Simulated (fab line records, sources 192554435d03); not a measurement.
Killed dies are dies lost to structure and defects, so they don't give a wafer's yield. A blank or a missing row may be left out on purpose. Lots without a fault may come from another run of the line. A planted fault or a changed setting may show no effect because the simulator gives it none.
fab line records | flow n5_finfet
record lots=24 wafers=72 last_day=18
route steps=1938 shown BEOL_M9@1469 BEOL_M10@1473
lots that met no fault: from a run of the same line without faults
start_h: hours from the record's first day to the start of the lot's first wafer shown | wait_h: hours since the lot's step before | " the same as in the row above | L1.1+2: a row that stands for several wafers | - no value, or no start given | * or withheld: withheld | < > ~ a bound
route shown NAME@n: a module of which the file shows steps, and the number in the route of the first | usual: mean/standard deviation of fault-free wafers | same: alike in all rows | chamber/n: place in a boat | sites: the reading at each site | _std_site: their standard deviation | _edge_site: outer sites' mean less inner sites' | radius_mm: how far each site lies from the wafer's centre | mask NAME#n: copy n | behind: the tool/chamber that last shaped the wafer | hold: why the lot was held/for how many hours/how that ended | device: the transistor (n, p or np) that didn't switch | end of line: the same wafers' tests at the end of the route | a step without rows: its recipe alone | killed: dies lost to structure and defects at the first sort, not the wafer's yield | map: a wafer's dies, x killed, . not, _ none there
set.NAME: the setting as run; set.NAME@STEP: as run at that earlier step | model.NAME: the simulator's own value behind a step, which no gauge read
steps of the route over a sample of lots; a table a step, a row a wafer
services: from which hour (start_h, from the record's first day; less than 0 if before it) a tool's chamber was out of use, for how many hours, and why
## steps
# step N5_BEOL_M9_INSPECT_58
# recipe inspect_instrument=darkfield mode=post_dep
# usual raw_defect_count=67/18
# columns lot.wafer tool chamber start_h wait_h raw_defect_count
L074.2 defect_inspect-02 - 209.46 0.0 52
L074.3 " - " " 53
L074.4 " - " " 42
L075.1 defect_inspect-01 - 218.20 0.0 48
L075.3 " - " " 76
L075.5 " - " " 40
L076.1 defect_inspect-01 - 222.76 0.0 48
L076.2 " - " " 54
L076.5 " - " " 39
L078.3 defect_inspect-02 - 233.70 0.0 67
L078.5 " - " " 59
L078.6 " - " " 61
L077.1 defect_inspect-02 - 234.31 0.0 75
L077.2 " - " " 43
L077.3 " - " " 71
L080.2 defect_inspect-02 - 247.99 0.0 78
L080.4 " - " " 62
L080.5 " - " " 60
L079.1 defect_inspect-01 - 253.72 0.0 93
L079.4 " - " " 77
L079.6 " - " " 58
L081.1 defect_inspect-02 - 258.56 0.0 77
L081.2 " - " " 54
L081.3 " - " " 105
L082.1 defect_inspect-02 - 270.89 0.0 57
L082.3 " - " " 59
L082.6 " - " " 55
L083.2 defect_inspect-02 - 271.07 0.0 54
L083.5 " - " " 73
L083.6 " - " " 38
L086.1 defect_inspect-02 - 286.74 0.0 48
L086.3 " - " " 48
L086.4 " - " " 31
L084.3 defect_inspect-02 - 287.48 0.0 77
L084.5 " - " " 80
L084.6 " - " " 67
L087.2 defect_inspect-02 - 291.30 0.0 82
L087.3 " - " " 61
L087.4 " - " " 75
L085.1 defect_inspect-02 - 293.48 0.0 79
L085.2 " - " " 78
L085.5 " - " " 72
L088.2 defect_inspect-02 - 295.99 0.0 73
L088.5 " - " " 57
L088.6 " - " " 61
L089.2 defect_inspect-01 - 315.68 0.0 66
L089.3 " - " " 40
L089.6 " - " " 61
L090.1 defect_inspect-02 - 315.94 0.0 63
L090.2 " - " " 69
L090.3 " - " " 58
L091.2 defect_inspect-02 - 316.92 0.0 74
L091.4 " - " " 34
L091.5 " - " " 72
L092.1 defect_inspect-02 - 330.86 0.0 61
L092.4 " - " " 55
L092.6 " - " " 56
L095.2 defect_inspect-01 - 337.81 0.0 85
L095.3 " - " " 81
L095.5 " - " " 40
L093.1 defect_inspect-02 - 342.15 0.0 88
L093.3 " - " " 77
L093.5 " - " " 131
L094.1 defect_inspect-01 - 346.09 0.0 88
L094.2 " - " " 92
L094.5 " - " " 78
L097.2 defect_inspect-01 - 348.87 0.0 55
L097.3 " - " " 71
L097.6 " - " " 67
L096.2 defect_inspect-01 - 357.17 0.0 104
L096.4 " - " " 93
L096.6 " - " " 110
# step N5_BEOL_M10_PECVD_70
# recipe material=SiO2 target_thk_a=200 temp_c=400 precursor=TEOS/O2 pressure_torr=5.5 rf_w=450 teos_flow_sccm=53.8 gas=O2 flow_sccm=3000 time_s=22.7
# usual heater_power_w=699/96 showerhead_plenum_p_Torr=8.74/0.058 throttle_valve_pct=22.4/1.3
# columns lot.wafer tool chamber start_h wait_h heater_power_w showerhead_plenum_p_Torr since_wet_clean_h throttle_valve_pct
L074.2 pecvd-01 1 210.12 0.0 489 8.72 2002 22.2
L074.3 " 0 " " 670 8.79 1277 24.0
L074.4 " 0 " " 690 8.76 - 23.9
L075.1 pecvd-02 2 219.16 0.0 669 8.68 350 21.8
L075.3 " 1 " " 815 8.64 1829 24.9
L075.5 " 0 " " 659 8.83 - 21.6
L076.1 pecvd-02 0 223.43 0.0 757 8.83 1109 21.4
L076.2 " 1 " " 816 8.63 1834 24.4
L076.5 " 2 " " 659 8.69 - 21.9
L078.3 pecvd-04 1 234.36 0.0 652 8.80 1482 22.5
L078.5 " 1 " " 666 8.81 - 22.5
L078.6 " 0 " " 604 8.71 - 22.2
L077.1 pecvd-01 2 234.99 0.0 629 8.71 531 22.5
L077.2 " 0 " " 634 8.78 1301 24.6
L077.3 " 1 " " 559 8.74 2026 22.1
L080.2 pecvd-04 2 248.65 0.0 840 8.75 17 19.8
L080.4 " 1 " " 771 8.85 - 22.2
L080.5 " 0 " " 710 8.71 - 22.6
L079.1 pecvd-02 0 254.39 0.0 693 8.83 1140 21.7
L079.4 " 1 " " 885 8.63 - 24.3
L079.6 " 0 " " 692 8.81 - 21.7
L081.1 pecvd-02 2 259.25 0.0 649 8.69 390 21.9
L081.2 " 1 " " 835 8.64 1869 24.3
L081.3 " 0 " " 740 8.80 1144 21.8
L082.1 pecvd-04 2 271.56 0.0 855 8.72 40 20.0
L082.3 " 1 " " 731 8.82 1519 22.4
L082.6 " 1 " " 741 8.83 - 22.0
L083.2 pecvd-01 2 271.73 0.0 647 8.73 568 22.6
L083.5 " 0 " " 678 8.78 - 24.2
L083.6 " 2 " " 641 8.72 - 22.6
L086.1 pecvd-04 1 287.41 0.0 715 8.83 1535 22.5
L086.3 " 2 " " 750 8.74 56 20.3
L086.4 " 0 " " 653 8.70 - 22.6
L084.3 pecvd-02 2 288.14 0.0 665 8.70 419 22.0
L084.5 " 0 " " 620 8.80 - 21.7
L084.6 " 1 " " 841 8.63 - 24.4
L087.2 pecvd-01 1 291.97 0.0 578 8.76 2083 22.2
L087.3 " 0 " " 585 8.77 1358 24.1
L087.4 " 2 " " 658 8.74 - 22.4
L085.1 pecvd-01 0 294.62 0.0 577 8.76 1361 24.1
L085.2 " 2 " " 658 8.73 591 22.5
L085.5 " 0 " " 567 8.77 - 24.4
L088.2 pecvd-04 2 296.65 0.0 853 8.73 65 20.2
L088.5 " 1 " " 698 8.84 - 22.4
L088.6 " 2 " " 850 8.78 - 20.3
L089.2 pecvd-04 2 316.35 0.0 739 8.74 85 20.0
L089.3 " 1 " " 631 8.83 1564 22.5
L089.6 " 2 " " 752 8.77 - 20.4
L090.1 pecvd-04 2 316.68 0.0 883 8.76 85 20.3
L090.2 " 1 " " 753 8.80 1564 22.7
L090.3 " 0 " " 677 8.70 839 22.6
L091.2 pecvd-04 0 317.59 0.0 613 8.71 840 22.5
L091.4 " 2 " " 879 8.75 - 20.5
L091.5 " 0 " " 598 8.71 - 22.7
L092.1 pecvd-02 1 331.52 0.0 852 8.66 1942 24.3
L092.4 " 1 " " 865 8.62 - 24.5
L092.6 " 2 " " 677 8.70 - 22.2
L095.2 pecvd-04 0 338.47 0.0 659 8.70 861 22.6
L095.3 " 1 " " 788 8.86 1586 22.4
L095.5 " 1 " " 766 8.82 - 22.4
L093.1 pecvd-02 0 342.81 0.0 721 8.79 1228 21.7
L093.3 " 1 " " 724 8.64 1953 24.3
L093.5 " 1 " " 726 8.65 - 24.6
L094.1 pecvd-04 2 346.76 0.0 758 8.73 115 20.2
L094.2 " 1 " " 746 8.84 1594 22.4
L094.5 " 2 " " 781 8.78 - 20.2
L097.2 pecvd-01 0 349.54 0.0 566 8.78 1416 24.2
L097.3 " 2 " " 655 8.71 646 22.9
L097.6 " 0 " " 560 8.76 - 24.3
L096.2 pecvd-02 0 357.83 0.0 694 8.79 1243 21.7
L096.4 " 0 " " 707 8.80 - 21.5
L096.6 " 2 " " 632 8.69 - 22.3
# step N5_BEOL_M10_OCD_MEAS_38
# usual trench_depth_nm=148.8/2.5
# columns lot.wafer tool chamber start_h wait_h trench_depth_nm
L074.2 ocd-02 - 215.34 - 150.4
L074.3 " - " " 151.3
L074.4 " - " " 150.3
L075.1 ocd-02 - 221.89 - 151.0
L075.3 " - " " 148.3
L075.5 " - " " 148.4
L076.1 ocd-01 - 227.77 - 151.5
L076.2 " - " " 148.4
L076.5 " - " " 151.5
L078.3 ocd-02 - 238.10 - 147.2
L078.5 " - " " 146.7
L078.6 " - " " 147.3
L077.1 ocd-01 - 238.38 - 147.1
L077.2 " - " " 146.6
L077.3 " - " " 146.8
L080.2 ocd-02 - 256.78 - 152.2
L080.4 " - " " 150.0
L080.5 " - " " 151.8
L079.1 ocd-02 - 258.41 - 147.1
L079.4 " - " " 151.8
L079.6 " - " " 146.0
L081.1 ocd-02 - 263.66 - 145.9
L081.2 " - " " 149.2
L081.3 " - " " 144.0
L082.1 ocd-02 - 275.69 - 152.7
L082.3 " - " " 151.0
L082.6 " - " " 148.2
L083.2 ocd-02 - 275.92 - 147.3
L083.5 " - " " 148.0
L083.6 " - " " 149.8
L084.3 ocd-01 - 291.09 - 151.9
L084.5 " - " " 146.7
L084.6 " - " " 152.5
L086.1 ocd-01 - 291.53 - 152.2
L086.3 " - " " 146.2
L086.4 " - " " 146.7
L087.2 ocd-02 - 295.48 - 145.7
L087.3 " - " " 151.6
L087.4 " - " " 148.9
L085.1 ocd-01 - 300.03 - 149.7
L085.2 " - " " 150.9
L085.5 " - " " 148.0
L088.2 ocd-02 - 300.07 - 146.4
L088.5 " - " " 147.3
L088.6 " - " " 146.5
L089.2 ocd-01 - 321.76 - 143.6
L089.3 " - " " 151.5
L089.6 " - " " 144.5
L090.1 ocd-02 - 322.29 - 149.6
L090.2 " - " " 148.8
L090.3 " - " " 151.2
L091.2 ocd-01 - 323.79 - 151.6
L091.4 " - " " 150.0
L091.5 " - " " 149.9
L092.1 ocd-01 - 335.41 - 148.7
L092.4 " - " " 148.9
L092.6 " - " " 148.4
L095.2 ocd-01 - 344.34 - 152.1
L095.3 " - " " 145.6
L095.5 " - " " 149.8
L093.1 ocd-01 - 347.58 - 148.0
L093.3 " - " " 152.7
L093.5 " - " " 150.4
L094.1 ocd-01 - 350.88 - 151.9
L094.2 " - " " 147.8
L094.5 " - " " 148.9
L097.2 ocd-01 - 354.66 - 148.2
L097.3 " - " " 147.1
L097.6 " - " " 146.8
L096.2 ocd-01 - 364.23 - 148.5
L096.4 " - " " 145.8
L096.6 " - " " 148.0
# step N5_BEOL_M10_SURFACE_TREAT_76
# recipe gas=Ar time_s=* ion_energy_ev=* ion_current_ma_cm2=0.5 pressure_mtorr=* ar_flow_sccm=30
# usual throttle_valve_pct=*
# columns lot.wafer tool chamber start_h wait_h throttle_valve_pct
L074.2 pvd_sputter-02 - 216.37 0.2 *
L074.3 " - " " *
L074.4 " - " " *
L075.1 pvd_sputter-01 - 223.84 0.9 *
L075.3 " - " " *
L075.5 " - " " *
L076.1 pvd_sputter-01 - 229.32 0.3 *
L076.2 " - " " *
L076.5 " - " " *
L078.3 pvd_sputter-03 - 239.30 0.4 *
L078.5 " - " " *
L078.6 " - " " *
L077.1 pvd_sputter-03 - 239.90 0.3 *
L077.2 " - " " *
L077.3 " - " " *
L080.2 pvd_sputter-02 - 258.14 0.2 *
L080.4 " - " " *
L080.5 " - " " *
L079.1 pvd_sputter-01 - 260.33 0.2 *
L079.4 " - " " *
L079.6 " - " " *
L081.1 pvd_sputter-02 - 264.64 0.2 *
L081.2 " - " " *
L081.3 " - " " *
L082.1 pvd_sputter-02 - 277.57 0.2 *
L082.3 " - " " *
L082.6 " - " " *
L083.2 pvd_sputter-02 - 278.01 0.2 *
L083.5 " - " " *
L083.6 " - " " *
L084.3 pvd_sputter-03 - 292.84 0.2 *
L084.5 " - " " *
L084.6 " - " " *
L086.1 pvd_sputter-02 - 293.38 0.2 *
L086.3 " - " " *
L086.4 " - " " *
L087.2 pvd_sputter-01 - 297.43 0.2 *
L087.3 " - " " *
L087.4 " - " " *
L085.1 pvd_sputter-01 - 301.34 0.3 *
L085.2 " - " " *
L085.5 " - " " *
L088.2 pvd_sputter-02 - 302.22 0.9 *
L088.5 " - " " *
L088.6 " - " " *
L089.2 pvd_sputter-03 - 322.96 0.2 *
L089.3 " - " " *
L089.6 " - " " *
L090.1 pvd_sputter-01 - 323.69 0.4 *
L090.2 " - " " *
L090.3 " - " " *
L091.2 pvd_sputter-01 - 325.42 0.2 *
L091.4 " - " " *
L091.5 " - " " *
L092.1 pvd_sputter-02 - 336.67 0.2 *
L092.4 " - " " *
L092.6 " - " " *
L095.2 pvd_sputter-03 - 345.43 0.2 *
L095.3 " - " " *
L095.5 " - " " *
L093.1 pvd_sputter-02 - 348.52 0.2 *
L093.3 " - " " *
L093.5 " - " " *
L094.1 pvd_sputter-03 - 353.03 0.5 *
L094.2 " - " " *
L094.5 " - " " *
L097.2 pvd_sputter-01 - 356.21 0.4 *
L097.3 " - " " *
L097.6 " - " " *
L096.2 pvd_sputter-03 - 365.77 0.2 *
L096.4 " - " " *
L096.6 " - " " *
# step N5_BEOL_M10_RS_MEAS_57
# recipe thk_meas_gauge=four-point-probe reads=Cu_of_BEOL_M10_ECD_50+Co_of_BEOL_M10_CVD_75+TaN_of_BEOL_M10_ALD_74
# usual M10_RS=0.151/0.0032
# columns lot.wafer tool chamber start_h wait_h M10_RS[ohm/sq]
L074.2 film_metro-02 - 217.87 0.1 0.150
L074.3 " - " " 0.149
L074.4 " - " " 0.150
L075.1 film_metro-02 - 225.09 0.1 0.147
L075.3 " - " " 0.151
L075.5 " - " " 0.151
L076.1 film_metro-02 - 231.42 0.1 0.148
L076.2 " - " " 0.152
L076.5 " - " " 0.148
L078.3 film_metro-02 - 240.61 0.1 0.152
L078.5 " - " " 0.154
L078.6 " - " " 0.154
L077.1 film_metro-01 - 241.32 0.1 0.154
L077.2 " - " " 0.152
L077.3 " - " " 0.153
L080.2 film_metro-02 - 260.22 0.1 0.148
L080.4 " - " " 0.151
L080.5 " - " " 0.148
L079.1 film_metro-01 - 261.51 0.1 0.153
L079.4 " - " " 0.147
L079.6 " - " " 0.154
L081.1 film_metro-02 - 266.42 0.1 0.155
L081.2 " - " " 0.150
L081.3 " - " " 0.158
L082.1 film_metro-01 - 278.73 0.1 0.147
L082.3 " - " " 0.149
L082.6 " - " " 0.150
L083.2 film_metro-01 - 279.16 0.1 0.153
L083.5 " - " " 0.154
L083.6 " - " " 0.150
L084.3 film_metro-01 - 294.10 0.1 0.146
L084.5 " - " " 0.152
L084.6 " - " " 0.145
L086.1 film_metro-02 - 295.15 0.1 0.148
L086.3 " - " " 0.154
L086.4 " - " " 0.154
L087.2 film_metro-01 - 298.68 0.1 0.153
L087.3 " - " " 0.148
L087.4 " - " " 0.151
L085.1 film_metro-02 - 303.33 0.1 0.152
L085.2 " - " " 0.151
L085.5 " - " " 0.154
L088.2 film_metro-01 - 303.44 0.1 0.152
L088.5 " - " " 0.152
L088.6 " - " " 0.154
L089.2 film_metro-01 - 324.90 0.1 0.157
L089.3 " - " " 0.148
L089.6 " - " " 0.156
L090.1 film_metro-02 - 325.01 0.1 0.149
L090.2 " - " " 0.151
L090.3 " - " " 0.149
L091.2 film_metro-01 - 326.60 0.1 0.148
L091.4 " - " " 0.152
L091.5 " - " " 0.149
L092.1 film_metro-01 - 338.69 0.1 0.151
L092.4 " - " " 0.150
L092.6 " - " " 0.151
L095.2 film_metro-01 - 348.58 0.1 0.145
L095.3 " - " " 0.154
L095.5 " - " " 0.149
L093.1 film_metro-01 - 351.39 0.1 0.152
L093.3 " - " " 0.146
L093.5 " - " " 0.148
L094.1 film_metro-02 - 355.67 0.1 0.145
L094.2 " - " " 0.153
L094.5 " - " " 0.150
L097.2 film_metro-02 - 357.59 0.1 0.154
L097.3 " - " " 0.154
L097.6 " - " " 0.157
L096.2 film_metro-01 - 369.14 0.1 0.150
L096.4 " - " " 0.155
L096.6 " - " " 0.150
# step N5_BEOL_M10_INSPECT_58
# recipe inspect_instrument=darkfield mode=post_dep
# usual raw_defect_count=74/29
# columns lot.wafer tool chamber start_h wait_h raw_defect_count
L074.2 defect_inspect-01 - 217.89 0.0 61
L074.3 " - " " 101
L074.4 " - " " 67
L075.1 defect_inspect-02 - 225.11 0.0 49
L075.3 " - " " 58
L075.5 " - " " 39
L076.1 defect_inspect-01 - 231.44 0.0 57
L076.2 " - " " 95
L076.5 " - " " 60
L078.3 defect_inspect-01 - 240.64 0.0 41
L078.5 " - " " 62
L078.6 " - " " 74
L077.1 defect_inspect-01 - 241.34 0.0 52
L077.2 " - " " 54
L077.3 " - " " 58
L080.2 defect_inspect-02 - 260.25 0.0 51
L080.4 " - " " 58
L080.5 " - " " 38
L079.1 defect_inspect-02 - 261.54 0.0 118
L079.4 " - " " 61
L079.6 " - " " 72
L081.1 defect_inspect-02 - 266.44 0.0 64
L081.2 " - " " 77
L081.3 " - " " 79
L082.1 defect_inspect-02 - 278.75 0.0 82
L082.3 " - " " 55
L082.6 " - " " 58
L083.2 defect_inspect-01 - 279.19 0.0 74
L083.5 " - " " 67
L083.6 " - " " 52
L084.3 defect_inspect-02 - 294.13 0.0 63
L084.5 " - " " 65
L084.6 " - " " 69
L086.1 defect_inspect-01 - 295.18 0.0 66
L086.3 " - " " 86
L086.4 " - " " 76
L087.2 defect_inspect-02 - 298.70 0.0 115
L087.3 " - " " 138
L087.4 " - " " 68
L085.1 defect_inspect-02 - 303.35 0.0 42
L085.2 " - " " 64
L085.5 " - " " 56
L088.2 defect_inspect-02 - 303.46 0.0 159
L088.5 " - " " 120
L088.6 " - " " 85
L089.2 defect_inspect-01 - 324.92 0.0 28
L089.3 " - " " 85
L089.6 " - " " 50
L090.1 defect_inspect-01 - 325.03 0.0 101
L090.2 " - " " 100
L090.3 " - " " 99
L091.2 defect_inspect-02 - 326.63 0.0 87
L091.4 " - " " 67
L091.5 " - " " 103
L092.1 defect_inspect-02 - 338.71 0.0 133
L092.4 " - " " 87
L092.6 " - " " 91
L095.2 defect_inspect-02 - 348.61 0.0 51
L095.3 " - " " 43
L095.5 " - " " 39
L093.1 defect_inspect-02 - 351.42 0.0 73
L093.3 " - " " 65
L093.5 " - " " 78
L094.1 defect_inspect-02 - 355.70 0.0 104
L094.2 " - " " 97
L094.5 " - " " 78
L097.2 defect_inspect-02 - 357.62 0.0 96
L097.3 " - " " 163
L097.6 " - " " 99
L096.2 defect_inspect-01 - 369.16 0.0 77
L096.4 " - " " 94
L096.6 " - " " 82
## services
# columns tool chamber start_h hours kind
pecvd-04 2 202.40 - clean
pecvd-04 2 202.40 - consumable_replace:showerhead
pecvd-04 2 202.40 29.0 scheduled_down
pecvd-04 2 202.40 29.0 vent_cycle
pecvd-01 0 212.78 2.1 scheduled_down
pecvd-02 - 226.68 1.2 repair
pecvd-04 - 229.27 2.6 repair
pecvd-04 1 255.80 14.1 repair
pvd_sputter-01 - 265.37 5.6 repair
pecvd-02 2 299.65 5.5 scheduled_down
pecvd-02 1 305.11 2.1 scheduled_down
pecvd-02 - 307.51 5.5 pm
pecvd-01 2 326.11 - calibration
pecvd-02 - 337.70 3.3 repair
pvd_sputter-02 - 350.92 15.4 repair
pecvd-01 0 351.26 5.5 scheduled_down
pecvd-04 0 353.65 2.1 scheduled_down
pecvd-01 1 356.72 2.1 scheduled_down
pvd_sputter-01 - 363.81 5.6 repair
## key
fault none
